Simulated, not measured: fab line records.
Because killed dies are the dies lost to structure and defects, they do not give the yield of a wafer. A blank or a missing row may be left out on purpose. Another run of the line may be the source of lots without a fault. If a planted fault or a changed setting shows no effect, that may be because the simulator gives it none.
Matching of chambers -- flow nand harc -- 4 sister chambers for NHARC_A_CONTACT_ALD_18 on ald metal-02
The step deposits TiN, target thk 3 nm, pulse time 1 s, ald cycles 150. 4 wafers are shown with their chamber, then 12 later ones without.

## WAFERS WITH THEIR CHAMBER
wafer,chamber,heater power w (W)
L088.4,3,974
L091.1,1,1189
L091.2,0,1114
L091.3,2,1087

## WAFERS WITHOUT THEIR CHAMBER
wafer,heater power w (W)
L094.3,1129
L094.4,977
L094.5,1082
L094.1,1077
L094.2,1203
L094.6,981
L092.2,1206
L092.4,1092
L092.6,1105
L095.2,1097
L095.3,1176
L095.6,1116

## EACH ONE'S CHAMBER
wafer,from the rows above,in truth
L094.3,0,0
L094.4,3,3
L094.5,2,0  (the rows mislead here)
L094.1,2,2
L094.2,1,1
L094.6,3,3
L092.2,1,1
L092.4,can't be placed: 2 or 0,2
L092.6,can't be placed: 0 or 2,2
L095.2,can't be placed: 2 or 0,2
L095.3,1,1
L095.6,0,0
8 of 12 placed correctly. Can't be placed from these rows: 3 (the true chamber is among the candidates in 3). Wrongly placed: 1.
How it was worked out, from the rows above alone: a wafer's distance from a chamber is the root of the sum, over the readings, of the square of ((its reading less the chamber's mean) divided by the reading's scatter). The wafer belongs to the nearest chamber; if the next one is less than 2 further off, it can't be placed. For every chamber, the mean is computed from those of its wafers that are shown. The scatter (one wafer shown for each chamber): square how far every hidden wafer sits from the nearest shown wafer, average those squares and take the square root.
